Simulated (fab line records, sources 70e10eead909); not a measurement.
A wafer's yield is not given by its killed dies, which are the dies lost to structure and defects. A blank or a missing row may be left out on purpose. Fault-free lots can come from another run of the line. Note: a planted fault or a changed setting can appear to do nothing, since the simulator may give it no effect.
fab line records || flow nand-harc || part 2 of 2: steps 23 to 34 of 34
record {"lots": 5, "wafers": 15, "last-day": 34}
route steps=1302 shown A_CHANNEL_FILL_D1@493 A_DECK1_JOINT@518
lots that met no fault: taken from a fault-free run of the same line
start-h: hours from the record's first day to the start of the lot's first wafer shown || wait-h: hours from the lot's prior step to this one || " as in the row above || L1.1+2: a row that stands for several wafers || - no value, or no start given || * or withheld: withheld || < > ~ a bound
route shown NAME@n: NAME is a module with steps in the file, n the number in the route of the first one || usual: mean/standard deviation taken from wafers without a fault || same: alike in all rows || chamber/n: place in a boat || sites: per-site readings || _std_site: their standard deviation || _edge_site: inner sites' mean taken away from outer sites' mean || radius-mm: how far each site lies from the wafer's centre || mask NAME#n: copy n || behind: the last tool/chamber to shape the wafer || hold: what put the lot on hold/how long, in hours/how the hold closed || device: the n, p or np transistor that did not switch || end of line: the same wafers' tests at the end of the route || a step given without rows: its recipe and nothing more || killed: count of dies lost to structure and defects at first sort (not the wafer's yield) || map: a wafer's dies, marking killed ones x, the rest . and places with no die _
set.NAME: the setting the step ran with; set.NAME@STEP: the setting that earlier step ran with || model.NAME: the simulator's own value behind a step, which no gauge read
certain route steps with their lots: each step a table, each wafer a row
services: from which hour (start-h, from the record's first day; less than 0 if before it) a tool's chamber was out of use, for how many hours, and why
## steps
# step NHARC_A_DECK1_JOINT_ETCHBACK_07
# recipe {"target-depth-a": 1050, "time-s": 26.9, "hbr-flow-sccm": 150, "rf-w": 350, "icp-w": 350, "bias-w": 60, "chemistry": "HBr"}
# usual {"drypump-motor-current-A": "6.0/0.45", "he-backside-leak-sccm": "2.63/0.21", "oes-product-au": "1.000/0.014", "throttle-valve-pct": "23.266/0.0079"}
{"lot.wafer": "L084.2", "tool": "rie-si-06", "chamber": 1, "start-h": 342.97, "wait-h": 0.1, "drypump-motor-current-A": 5.4, "he-backside-leak-sccm": 2.55, "oes-product-au": 1.011, "rf-hours-counter-h": 0.6, "throttle-valve-pct": 23.261}
{"lot.wafer": "L084.1", "tool": "rie-si-06", "chamber": 3, "start-h": 342.97, "wait-h": 0.1, "drypump-motor-current-A": 6.4, "he-backside-leak-sccm": 2.62, "oes-product-au": 1.025, "rf-hours-counter-h": 0.2, "throttle-valve-pct": 23.274}
{"lot.wafer": "L084.6", "tool": "rie-si-06", "chamber": 0, "start-h": 342.97, "wait-h": 0.1, "drypump-motor-current-A": 5.3, "he-backside-leak-sccm": 2.69, "oes-product-au": 1.011, "rf-hours-counter-h": "-", "throttle-valve-pct": 23.245}
{"lot.wafer": "L086.3", "tool": "rie-si-03", "chamber": 1, "start-h": 346.77, "wait-h": 0.1, "drypump-motor-current-A": 6.3, "he-backside-leak-sccm": 2.37, "oes-product-au": 0.996, "rf-hours-counter-h": 0.8, "throttle-valve-pct": 23.275}
{"lot.wafer": "L086.1", "tool": "rie-si-03", "chamber": 2, "start-h": 346.77, "wait-h": 0.1, "drypump-motor-current-A": 5.3, "he-backside-leak-sccm": 2.34, "oes-product-au": 0.977, "rf-hours-counter-h": 0.8, "throttle-valve-pct": 23.274}
{"lot.wafer": "L086.4", "tool": "rie-si-03", "chamber": 3, "start-h": 346.77, "wait-h": 0.1, "drypump-motor-current-A": 5.6, "he-backside-leak-sccm": 2.61, "oes-product-au": 0.992, "rf-hours-counter-h": 0.8, "throttle-valve-pct": 23.261}
{"lot.wafer": "L094.2", "tool": "rie-si-02", "chamber": 0, "start-h": 448.89, "wait-h": 0.1, "drypump-motor-current-A": 6.0, "he-backside-leak-sccm": 2.50, "oes-product-au": 1.005, "rf-hours-counter-h": 0.9, "throttle-valve-pct": 23.248}
{"lot.wafer": "L094.4", "tool": "rie-si-02", "chamber": 1, "start-h": 448.89, "wait-h": 0.1, "drypump-motor-current-A": 6.4, "he-backside-leak-sccm": 2.60, "oes-product-au": 1.005, "rf-hours-counter-h": 0.8, "throttle-valve-pct": 23.266}
{"lot.wafer": "L094.6", "tool": "rie-si-02", "chamber": 3, "start-h": 448.89, "wait-h": 0.1, "drypump-motor-current-A": 6.5, "he-backside-leak-sccm": 3.17, "oes-product-au": 0.989, "rf-hours-counter-h": "-", "throttle-valve-pct": 23.255}
{"lot.wafer": "L096.2", "tool": "rie-si-06", "chamber": 3, "start-h": 458.20, "wait-h": 0.1, "drypump-motor-current-A": 6.4, "he-backside-leak-sccm": 2.58, "oes-product-au": 1.016, "rf-hours-counter-h": 0.1, "throttle-valve-pct": 23.261}
{"lot.wafer": "L096.5", "tool": "rie-si-06", "chamber": 3, "start-h": 458.20, "wait-h": 0.1, "drypump-motor-current-A": 6.4, "he-backside-leak-sccm": 2.56, "oes-product-au": 1.021, "rf-hours-counter-h": "-", "throttle-valve-pct": 23.272}
{"lot.wafer": "L096.6", "tool": "rie-si-06", "chamber": 0, "start-h": 458.20, "wait-h": 0.1, "drypump-motor-current-A": 5.3, "he-backside-leak-sccm": 2.61, "oes-product-au": 0.977, "rf-hours-counter-h": "-", "throttle-valve-pct": 23.270}
{"lot.wafer": "L097.3", "tool": "rie-si-02", "chamber": 2, "start-h": 472.87, "wait-h": 0.1, "drypump-motor-current-A": 5.9, "he-backside-leak-sccm": 2.69, "oes-product-au": 1.002, "rf-hours-counter-h": 0.1, "throttle-valve-pct": 23.260}
{"lot.wafer": "L097.1", "tool": "rie-si-02", "chamber": 0, "start-h": 472.87, "wait-h": 0.1, "drypump-motor-current-A": 6.1, "he-backside-leak-sccm": 2.39, "oes-product-au": 1.024, "rf-hours-counter-h": 0.1, "throttle-valve-pct": 23.280}
{"lot.wafer": "L097.4", "tool": "rie-si-02", "chamber": 1, "start-h": 472.87, "wait-h": 0.1, "drypump-motor-current-A": 6.4, "he-backside-leak-sccm": 2.74, "oes-product-au": 1.007, "rf-hours-counter-h": 0.1, "throttle-valve-pct": 23.256}
# step NHARC_A_DECK1_JOINT_ETCH_25
# recipe {"target-depth-a": 5, "chemistry": "dHF", "material": "SiO2"}
{"lot.wafer": "L084.2+1+6", "tool": "wet-bench-01", "chamber": "6,7,1", "start-h": 343.11, "wait-h": 0.1}
{"lot.wafer": "L086.3+1+4", "tool": "wet-bench-07", "chamber": "3,5,7", "start-h": 346.90, "wait-h": 0.1}
{"lot.wafer": "L094.4+2+6", "tool": "wet-bench-07", "chamber": "6,1,3", "start-h": 449.01, "wait-h": 0.1}
{"lot.wafer": "L096.6+5+2", "tool": "wet-bench-07", "chamber": "1,4,6", "start-h": 458.34, "wait-h": 0.1}
{"lot.wafer": "L097.1+4+3", "tool": "wet-bench-01", "chamber": "1,2,3", "start-h": 473.01, "wait-h": 0.1}
# step NHARC_A_DECK1_JOINT_ETCH_19
# recipe {"temp-c": 25, "target-depth-a": 30, "chemistry": "TMAH", "material": "poly-Si"}
# usual {"bath-heat-duty-pct": "6.4/1.1", "temp-c": "24.99/0.1"}
{"lot.wafer": "L084.2", "tool": "wet-bench-01", "chamber": 6, "start-h": 343.15, "wait-h": 0.0, "bath-heat-duty-pct": 5.8, "temp-c": 25.08}
{"lot.wafer": "L084.1", "tool": "wet-bench-01", "chamber": 7, "start-h": 343.15, "wait-h": 0.0, "bath-heat-duty-pct": 6.6, "temp-c": 24.80}
{"lot.wafer": "L084.6", "tool": "wet-bench-01", "chamber": 1, "start-h": 343.15, "wait-h": 0.0, "bath-heat-duty-pct": 9.5, "temp-c": 25.05}
{"lot.wafer": "L086.3", "tool": "wet-bench-07", "chamber": 3, "start-h": 346.94, "wait-h": 0.0, "bath-heat-duty-pct": 5.7, "temp-c": 25.03}
{"lot.wafer": "L086.1", "tool": "wet-bench-07", "chamber": 5, "start-h": 346.94, "wait-h": 0.0, "bath-heat-duty-pct": 6.8, "temp-c": 25.10}
{"lot.wafer": "L086.4", "tool": "wet-bench-07", "chamber": 7, "start-h": 346.94, "wait-h": 0.0, "bath-heat-duty-pct": 6.4, "temp-c": 25.03}
{"lot.wafer": "L094.4", "tool": "wet-bench-07", "chamber": 6, "start-h": 449.04, "wait-h": 0.0, "bath-heat-duty-pct": 6.1, "temp-c": 24.93}
{"lot.wafer": "L094.2", "tool": "wet-bench-07", "chamber": 1, "start-h": 449.04, "wait-h": 0.0, "bath-heat-duty-pct": 6.8, "temp-c": 25.04}
{"lot.wafer": "L094.6", "tool": "wet-bench-07", "chamber": 3, "start-h": 449.04, "wait-h": 0.0, "bath-heat-duty-pct": 5.4, "temp-c": 25.06}
{"lot.wafer": "L096.6", "tool": "wet-bench-07", "chamber": 1, "start-h": 458.38, "wait-h": 0.0, "bath-heat-duty-pct": 7.3, "temp-c": 25.01}
{"lot.wafer": "L096.5", "tool": "wet-bench-07", "chamber": 4, "start-h": 458.38, "wait-h": 0.0, "bath-heat-duty-pct": 6.5, "temp-c": 24.98}
{"lot.wafer": "L096.2", "tool": "wet-bench-07", "chamber": 6, "start-h": 458.38, "wait-h": 0.0, "bath-heat-duty-pct": 6.0, "temp-c": 24.99}
{"lot.wafer": "L097.1", "tool": "wet-bench-01", "chamber": 1, "start-h": 473.05, "wait-h": 0.0, "bath-heat-duty-pct": 9.1, "temp-c": 24.80}
{"lot.wafer": "L097.4", "tool": "wet-bench-01", "chamber": 2, "start-h": 473.05, "wait-h": 0.0, "bath-heat-duty-pct": 6.0, "temp-c": 24.97}
{"lot.wafer": "L097.3", "tool": "wet-bench-01", "chamber": 3, "start-h": 473.05, "wait-h": 0.0, "bath-heat-duty-pct": 5.6, "temp-c": 24.95}
# step NHARC_A_DECK1_JOINT_ETCH_18
# recipe {"target-depth-a": 30, "chemistry": "dHF", "material": "SiO2"}
{"lot.wafer": "L084.2+1+6", "tool": "wet-bench-01", "chamber": "6,7,1", "start-h": "-", "wait-h": "-"}
{"lot.wafer": "L086.3+1+4", "tool": "wet-bench-07", "chamber": "3,5,7", "start-h": "-", "wait-h": "-"}
{"lot.wafer": "L094.4+2+6", "tool": "wet-bench-07", "chamber": "6,1,3", "start-h": "-", "wait-h": "-"}
{"lot.wafer": "L096.6+5+2", "tool": "wet-bench-07", "chamber": "1,4,6", "start-h": "-", "wait-h": "-"}
{"lot.wafer": "L097.1+4+3", "tool": "wet-bench-01", "chamber": "1,2,3", "start-h": "-", "wait-h": "-"}
# step NHARC_A_DECK1_JOINT_WET_08
# recipe {"temp-c": 160, "time-s": 86, "chemistry": "H3PO4"}
# usual {"bath-heat-duty-pct": "26.5/2", "temp-c": "160.00/0.16"}
{"lot.wafer": "L084.1", "tool": "wet-h3po4-01", "chamber": 0, "start-h": 344.94, "wait-h": "-", "bath-heat-duty-pct": 28.0, "temp-c": 159.88}
{"lot.wafer": "L084.2", "tool": "wet-h3po4-01", "chamber": 0, "start-h": 344.94, "wait-h": "-", "bath-heat-duty-pct": 28.2, "temp-c": 159.98}
{"lot.wafer": "L084.6", "tool": "wet-h3po4-01", "chamber": 0, "start-h": 344.94, "wait-h": "-", "bath-heat-duty-pct": 26.6, "temp-c": 159.81}
{"lot.wafer": "L086.1", "tool": "wet-h3po4-01", "chamber": 0, "start-h": 348.74, "wait-h": "-", "bath-heat-duty-pct": 26.6, "temp-c": 159.86}
{"lot.wafer": "L086.3", "tool": "wet-h3po4-01", "chamber": 0, "start-h": 348.74, "wait-h": "-", "bath-heat-duty-pct": 27.5, "temp-c": 160.13}
{"lot.wafer": "L086.4", "tool": "wet-h3po4-01", "chamber": 0, "start-h": 348.74, "wait-h": "-", "bath-heat-duty-pct": 28.1, "temp-c": 160.11}
{"lot.wafer": "L094.2", "tool": "wet-h3po4-02", "chamber": 1, "start-h": 450.86, "wait-h": "-", "bath-heat-duty-pct": 22.1, "temp-c": 160.05}
{"lot.wafer": "L094.4", "tool": "wet-h3po4-02", "chamber": 1, "start-h": 450.86, "wait-h": "-", "bath-heat-duty-pct": 25.1, "temp-c": 159.94}
{"lot.wafer": "L094.6", "tool": "wet-h3po4-02", "chamber": 1, "start-h": 450.86, "wait-h": "-", "bath-heat-duty-pct": 24.0, "temp-c": 159.92}
{"lot.wafer": "L096.2", "tool": "wet-h3po4-02", "chamber": 1, "start-h": 460.18, "wait-h": "-", "bath-heat-duty-pct": 24.7, "temp-c": 160.06}
{"lot.wafer": "L096.5", "tool": "wet-h3po4-02", "chamber": 1, "start-h": 460.18, "wait-h": "-", "bath-heat-duty-pct": 21.5, "temp-c": 160.22}
{"lot.wafer": "L096.6", "tool": "wet-h3po4-02", "chamber": 1, "start-h": 460.18, "wait-h": "-", "bath-heat-duty-pct": 26.4, "temp-c": 160.13}
{"lot.wafer": "L097.1", "tool": "wet-h3po4-01", "chamber": 0, "start-h": 474.85, "wait-h": "-", "bath-heat-duty-pct": 26.3, "temp-c": 159.87}
{"lot.wafer": "L097.3", "tool": "wet-h3po4-01", "chamber": 0, "start-h": 474.85, "wait-h": "-", "bath-heat-duty-pct": 27.4, "temp-c": 160.11}
{"lot.wafer": "L097.4", "tool": "wet-h3po4-01", "chamber": 0, "start-h": 474.85, "wait-h": "-", "bath-heat-duty-pct": 26.9, "temp-c": 159.77}
# step NHARC_A_DECK1_JOINT_ETCH_09
# recipe {"target-depth-a": 50, "chemistry": "dHF", "material": "SiO2"}
{"lot.wafer": "L084.6+1+2", "tool": "wet-bench-02", "chamber": "6,7,2", "start-h": 345.49, "wait-h": 0.0}
{"lot.wafer": "L086.4+1+3", "tool": "wet-bench-02", "chamber": "4,7,0", "start-h": 349.29, "wait-h": 0.0}
{"lot.wafer": "L094.4+2+6", "tool": "wet-bench-02", "chamber": "1,2,3", "start-h": 451.43, "wait-h": 0.0}
{"lot.wafer": "L096.5+2+6", "tool": "wet-bench-07", "chamber": "3,4,5", "start-h": 460.73, "wait-h": 0.0}
{"lot.wafer": "L097.4+1+3", "tool": "wet-bench-07", "chamber": "1,3,4", "start-h": 475.42, "wait-h": 0.0}
# step NHARC_A_DECK1_JOINT_WET_10
# recipe {"temp-c": 160, "time-s": 86, "chemistry": "H3PO4"}
# usual {"bath-heat-duty-pct": "26.4/1.9", "temp-c": "159.98/0.15"}
{"lot.wafer": "L084.1", "tool": "wet-h3po4-01", "chamber": 1, "start-h": 347.18, "wait-h": 1.7, "bath-heat-duty-pct": 29.3, "temp-c": 159.82}
{"lot.wafer": "L084.2", "tool": "wet-h3po4-01", "chamber": 1, "start-h": 347.18, "wait-h": 1.7, "bath-heat-duty-pct": 27.9, "temp-c": 159.71}
{"lot.wafer": "L084.6", "tool": "wet-h3po4-01", "chamber": 1, "start-h": 347.18, "wait-h": 1.7, "bath-heat-duty-pct": 30.1, "temp-c": 159.87}
{"lot.wafer": "L086.1", "tool": "wet-h3po4-01", "chamber": 1, "start-h": 350.98, "wait-h": 1.7, "bath-heat-duty-pct": 25.5, "temp-c": 160.06}
{"lot.wafer": "L086.3", "tool": "wet-h3po4-01", "chamber": 1, "start-h": 350.98, "wait-h": 1.7, "bath-heat-duty-pct": 24.3, "temp-c": 160.08}
{"lot.wafer": "L086.4", "tool": "wet-h3po4-01", "chamber": 1, "start-h": 350.98, "wait-h": 1.7, "bath-heat-duty-pct": 26.7, "temp-c": 160.10}
{"lot.wafer": "L094.2", "tool": "wet-h3po4-01", "chamber": 1, "start-h": 453.10, "wait-h": 1.7, "bath-heat-duty-pct": 27.8, "temp-c": 160.21}
{"lot.wafer": "L094.4", "tool": "wet-h3po4-01", "chamber": 1, "start-h": 453.10, "wait-h": 1.7, "bath-heat-duty-pct": 28.0, "temp-c": 159.98}
{"lot.wafer": "L094.6", "tool": "wet-h3po4-01", "chamber": 1, "start-h": 453.10, "wait-h": 1.7, "bath-heat-duty-pct": 28.5, "temp-c": 160.13}
{"lot.wafer": "L096.2", "tool": "wet-h3po4-02", "chamber": 1, "start-h": 462.42, "wait-h": 1.7, "bath-heat-duty-pct": 22.0, "temp-c": 160.02}
{"lot.wafer": "L096.5", "tool": "wet-h3po4-02", "chamber": 1, "start-h": 462.42, "wait-h": 1.7, "bath-heat-duty-pct": 22.4, "temp-c": 160.12}
{"lot.wafer": "L096.6", "tool": "wet-h3po4-02", "chamber": 1, "start-h": 462.42, "wait-h": 1.7, "bath-heat-duty-pct": 23.6, "temp-c": 160.18}
{"lot.wafer": "L097.1", "tool": "wet-h3po4-02", "chamber": 1, "start-h": 477.10, "wait-h": 1.7, "bath-heat-duty-pct": 24.4, "temp-c": 159.71}
{"lot.wafer": "L097.3", "tool": "wet-h3po4-02", "chamber": 1, "start-h": 477.10, "wait-h": 1.7, "bath-heat-duty-pct": 23.4, "temp-c": 159.99}
{"lot.wafer": "L097.4", "tool": "wet-h3po4-02", "chamber": 1, "start-h": 477.10, "wait-h": 1.7, "bath-heat-duty-pct": 22.8, "temp-c": 159.89}
# step NHARC_A_DECK1_JOINT_ETCH_11
# recipe {"target-depth-a": 350, "chemistry": "dHF", "material": "SiO2"}
{"lot.wafer": "L084.6+2+1", "tool": "wet-bench-07", "chamber": "6,1,3", "start-h": 347.73, "wait-h": 0.0}
{"lot.wafer": "L086.1+4+3", "tool": "wet-bench-02", "chamber": "6,0,2", "start-h": 351.55, "wait-h": 0.0}
{"lot.wafer": "L094.2+4+6", "tool": "wet-bench-02", "chamber": "7,1,2", "start-h": 453.69, "wait-h": 0.1}
{"lot.wafer": "L096.2+6+5", "tool": "wet-bench-01", "chamber": "6,1,2", "start-h": 463.00, "wait-h": 0.1}
{"lot.wafer": "L097.4+3+1", "tool": "wet-bench-07", "chamber": "1,2,3", "start-h": 477.67, "wait-h": 0.0}
# step NHARC_A_DECK1_JOINT_CVD_12
# recipe {"target-thk-a": 900, "temp-c": 620, "pressure-mtorr": 200, "time-s": 1800, "material": "poly-Si"}
# usual {"tube-center-temp-C": "620/0.056"}
{"lot.wafer": "L084.1", "tool": "lpcvd-poly-04", "chamber": 0, "start-h": 350.39, "wait-h": 2.5, "tube-center-temp-C": 619.99}
{"lot.wafer": "L084.2", "tool": "lpcvd-poly-04", "chamber": 0, "start-h": 350.39, "wait-h": 2.5, "tube-center-temp-C": 620.08}
{"lot.wafer": "L084.6", "tool": "lpcvd-poly-04", "chamber": 0, "start-h": 350.39, "wait-h": 2.5, "tube-center-temp-C": 619.95}
{"lot.wafer": "L086.1", "tool": "lpcvd-poly-01", "chamber": 0, "start-h": 354.03, "wait-h": 2.5, "tube-center-temp-C": 620.12}
{"lot.wafer": "L086.3", "tool": "lpcvd-poly-01", "chamber": 0, "start-h": 354.03, "wait-h": 2.5, "tube-center-temp-C": 619.9}
{"lot.wafer": "L086.4", "tool": "lpcvd-poly-01", "chamber": 0, "start-h": 354.03, "wait-h": 2.5, "tube-center-temp-C": 620}
{"lot.wafer": "L094.2", "tool": "lpcvd-poly-04", "chamber": 0, "start-h": 456.56, "wait-h": 2.8, "tube-center-temp-C": 620}
{"lot.wafer": "L094.4", "tool": "lpcvd-poly-04", "chamber": 0, "start-h": 456.56, "wait-h": 2.8, "tube-center-temp-C": 619.91}
{"lot.wafer": "L094.6", "tool": "lpcvd-poly-04", "chamber": 0, "start-h": 456.56, "wait-h": 2.8, "tube-center-temp-C": 620.06}
{"lot.wafer": "L096.2", "tool": "lpcvd-poly-04", "chamber": 0, "start-h": 465.64, "wait-h": 2.6, "tube-center-temp-C": 619.98}
{"lot.wafer": "L096.5", "tool": "lpcvd-poly-04", "chamber": 0, "start-h": 465.64, "wait-h": 2.6, "tube-center-temp-C": 619.99}
{"lot.wafer": "L096.6", "tool": "lpcvd-poly-04", "chamber": 0, "start-h": 465.64, "wait-h": 2.6, "tube-center-temp-C": 620.03}
{"lot.wafer": "L097.1", "tool": "lpcvd-poly-04", "chamber": 0, "start-h": 480.30, "wait-h": 2.6, "tube-center-temp-C": 620.08}
{"lot.wafer": "L097.3", "tool": "lpcvd-poly-04", "chamber": 0, "start-h": 480.30, "wait-h": 2.6, "tube-center-temp-C": 620}
{"lot.wafer": "L097.4", "tool": "lpcvd-poly-04", "chamber": 0, "start-h": 480.30, "wait-h": 2.6, "tube-center-temp-C": 620.03}
# step NHARC_A_DECK1_JOINT_CMP_13
# recipe {"target-thk-nm": 51.023}
# usual {"motor-current-A": "11.8/1.4", "pad-life-wafers": "196/120", "time-to-endpoint-s": "8.8/2.5"}
{"lot.wafer": "L084.2", "tool": "cmp-01", "chamber": 3, "start-h": 353.25, "wait-h": 0.4, "motor-current-A": 12.5, "pad-life-wafers": 252, "time-to-endpoint-s": 9.2}
{"lot.wafer": "L084.1", "tool": "cmp-01", "chamber": 0, "start-h": 353.25, "wait-h": 0.4, "motor-current-A": 10.9, "pad-life-wafers": 253, "time-to-endpoint-s": 11.3}
{"lot.wafer": "L084.6", "tool": "cmp-01", "chamber": 0, "start-h": 353.25, "wait-h": 0.4, "motor-current-A": 11.1, "pad-life-wafers": "-", "time-to-endpoint-s": 10.4}
{"lot.wafer": "L086.1", "tool": "cmp-02", "chamber": 1, "start-h": 356.89, "wait-h": 0.4, "motor-current-A": 11.9, "pad-life-wafers": 72, "time-to-endpoint-s": 10.9}
{"lot.wafer": "L086.3", "tool": "cmp-02", "chamber": 2, "start-h": 356.89, "wait-h": 0.4, "motor-current-A": 11.6, "pad-life-wafers": 73, "time-to-endpoint-s": 5.3}
{"lot.wafer": "L086.4", "tool": "cmp-02", "chamber": 3, "start-h": 356.89, "wait-h": 0.4, "motor-current-A": 12.0, "pad-life-wafers": 74, "time-to-endpoint-s": 13.2}
{"lot.wafer": "L094.2", "tool": "cmp-03", "chamber": 3, "start-h": 459.47, "wait-h": 0.4, "motor-current-A": 12.5, "pad-life-wafers": 380, "time-to-endpoint-s": 8.9}
{"lot.wafer": "L094.4", "tool": "cmp-03", "chamber": 0, "start-h": 459.47, "wait-h": 0.4, "motor-current-A": 9.9, "pad-life-wafers": 381, "time-to-endpoint-s": 10.5}
{"lot.wafer": "L094.6", "tool": "cmp-03", "chamber": 2, "start-h": 459.47, "wait-h": 0.4, "motor-current-A": 10.6, "pad-life-wafers": "-", "time-to-endpoint-s": 10.2}
{"lot.wafer": "L096.2", "tool": "cmp-03", "chamber": 1, "start-h": 468.48, "wait-h": 0.4, "motor-current-A": 11.3, "pad-life-wafers": 420, "time-to-endpoint-s": 8.6}
{"lot.wafer": "L096.5", "tool": "cmp-03", "chamber": 1, "start-h": 468.48, "wait-h": 0.4, "motor-current-A": 11.1, "pad-life-wafers": "-", "time-to-endpoint-s": 6.6}
{"lot.wafer": "L096.6", "tool": "cmp-03", "chamber": 2, "start-h": 468.48, "wait-h": 0.4, "motor-current-A": 10.8, "pad-life-wafers": "-", "time-to-endpoint-s": 8.4}
{"lot.wafer": "L097.4", "tool": "cmp-02", "chamber": 3, "start-h": 483.13, "wait-h": 0.4, "motor-current-A": 12.0, "pad-life-wafers": 144, "time-to-endpoint-s": 10.4}
{"lot.wafer": "L097.3", "tool": "cmp-02", "chamber": 0, "start-h": 483.13, "wait-h": 0.4, "motor-current-A": 15.2, "pad-life-wafers": 145, "time-to-endpoint-s": 12.0}
{"lot.wafer": "L097.1", "tool": "cmp-02", "chamber": 2, "start-h": 483.13, "wait-h": 0.4, "motor-current-A": 11.9, "pad-life-wafers": 147, "time-to-endpoint-s": 6.2}
# step NHARC_A_DECK1_JOINT_THK_MEAS_14
# recipe {"thk-meas-gauge": "ellipsometry"}
# usual {"thk-nm": "51.1/1.8"}
{"lot.wafer": "L084.1", "tool": "film-metro-01", "chamber": "-", "start-h": 353.50, "wait-h": 0.2, "thk-nm": 50.1}
{"lot.wafer": "L084.2", "tool": "film-metro-01", "chamber": "-", "start-h": 353.50, "wait-h": 0.2, "thk-nm": 50.5}
{"lot.wafer": "L084.6", "tool": "film-metro-01", "chamber": "-", "start-h": 353.50, "wait-h": 0.2, "thk-nm": 51.4}
{"lot.wafer": "L086.1", "tool": "film-metro-02", "chamber": "-", "start-h": 357.15, "wait-h": 0.2, "thk-nm": 51.0}
{"lot.wafer": "L086.3", "tool": "film-metro-02", "chamber": "-", "start-h": 357.15, "wait-h": 0.2, "thk-nm": 49.1}
{"lot.wafer": "L086.4", "tool": "film-metro-02", "chamber": "-", "start-h": 357.15, "wait-h": 0.2, "thk-nm": 51.5}
{"lot.wafer": "L094.2", "tool": "film-metro-02", "chamber": "-", "start-h": 459.68, "wait-h": 0.2, "thk-nm": 51.0}
{"lot.wafer": "L094.4", "tool": "film-metro-02", "chamber": "-", "start-h": 459.68, "wait-h": 0.2, "thk-nm": 51.3}
{"lot.wafer": "L094.6", "tool": "film-metro-02", "chamber": "-", "start-h": 459.68, "wait-h": 0.2, "thk-nm": 51.6}
{"lot.wafer": "L096.2", "tool": "film-metro-01", "chamber": "-", "start-h": 468.73, "wait-h": 0.2, "thk-nm": 47.9}
{"lot.wafer": "L096.5", "tool": "film-metro-01", "chamber": "-", "start-h": 468.73, "wait-h": 0.2, "thk-nm": 51.1}
{"lot.wafer": "L096.6", "tool": "film-metro-01", "chamber": "-", "start-h": 468.73, "wait-h": 0.2, "thk-nm": 49.9}
{"lot.wafer": "L097.1", "tool": "film-metro-02", "chamber": "-", "start-h": 483.38, "wait-h": 0.2, "thk-nm": 49.7}
{"lot.wafer": "L097.3", "tool": "film-metro-02", "chamber": "-", "start-h": 483.38, "wait-h": 0.2, "thk-nm": 53.8}
{"lot.wafer": "L097.4", "tool": "film-metro-02", "chamber": "-", "start-h": 483.38, "wait-h": 0.2, "thk-nm": 52.8}
# step NHARC_A_DECK1_JOINT_SRD_04
{"lot.wafer": "L084.6+2+1", "tool": "wet-bench-01", "chamber": "0,1,2", "start-h": 353.56, "wait-h": 0.0}
{"lot.wafer": "L086.4+3+1", "tool": "wet-bench-07", "chamber": "7,0,3", "start-h": 357.19, "wait-h": 0.0}
{"lot.wafer": "L094.6+2+4", "tool": "wet-bench-07", "chamber": "4,6,0", "start-h": 459.72, "wait-h": 0.0}
{"lot.wafer": "L096.5+2+6", "tool": "wet-bench-02", "chamber": "6,7,0", "start-h": 468.78, "wait-h": 0.0}
{"lot.wafer": "L097.1+3+4", "tool": "wet-bench-07", "chamber": "1,2,4", "start-h": 483.43, "wait-h": 0.0}
## services
{"tool": "wet-bench-01", "chamber": "-", "start-h": 277.60, "hours": 8.0, "kind": "pm"}
{"tool": "wet-bench-07", "chamber": "-", "start-h": 285.02, "hours": 0.9, "kind": "repair"}
{"tool": "ald-hk-01", "chamber": "-", "start-h": 296.09, "hours": 10.0, "kind": "pm"}
{"tool": "wet-bench-05", "chamber": "-", "start-h": 305.48, "hours": 1.6, "kind": "repair"}
{"tool": "rie-diel-01", "chamber": 3, "start-h": 324.84, "hours": 8.7, "kind": "repair"}
{"tool": "wet-bench-07", "chamber": "-", "start-h": 336.00, "hours": 8.0, "kind": "pm"}
{"tool": "wet-h3po4-01", "chamber": "-", "start-h": 336.00, "hours": 8.0, "kind": "pm"}
{"tool": "rie-diel-13", "chamber": 0, "start-h": 339.18, "hours": 2.3, "kind": "repair"}
{"tool": "rie-diel-13", "chamber": "-", "start-h": 342.00, "hours": 9.0, "kind": "pm"}
{"tool": "ald-hk-02", "chamber": "-", "start-h": 353.08, "hours": 10.0, "kind": "pm"}
{"tool": "wet-bench-06", "chamber": "-", "start-h": 369.91, "hours": 8.0, "kind": "pm"}
{"tool": "rie-diel-13", "chamber": 0, "start-h": 384.74, "hours": 17.7, "kind": "repair"}
{"tool": "wet-bench-03", "chamber": "-", "start-h": 386.40, "hours": 8.0, "kind": "pm"}
{"tool": "ald-hk-03", "chamber": "-", "start-h": 390.00, "hours": 10.0, "kind": "pm"}
{"tool": "wet-bench-02", "chamber": "-", "start-h": 395.54, "hours": 1.9, "kind": "repair"}
{"tool": "rie-diel-13", "chamber": 3, "start-h": 398.67, "hours": 6.3, "kind": "repair"}
{"tool": "rie-diel-13", "chamber": "-", "start-h": 398.89, "hours": 0.2, "kind": "repair"}
{"tool": "rie-diel-13", "chamber": 3, "start-h": 405.76, "hours": 22.8, "kind": "repair"}
{"tool": "wet-bench-02", "chamber": "-", "start-h": 420.00, "hours": 8.0, "kind": "pm"}
{"tool": "wet-bench-01", "chamber": "-", "start-h": 423.62, "hours": 0.9, "kind": "repair"}
{"tool": "rie-diel-13", "chamber": 1, "start-h": 425.11, "hours": 18.1, "kind": "repair"}
{"tool": "wet-bench-05", "chamber": "-", "start-h": 436.84, "hours": 8.0, "kind": "pm"}
{"tool": "wet-bench-01", "chamber": "-", "start-h": 453.60, "hours": 8.0, "kind": "pm"}
{"tool": "rie-diel-13", "chamber": 2, "start-h": 479.21, "hours": 5.5, "kind": "repair"}
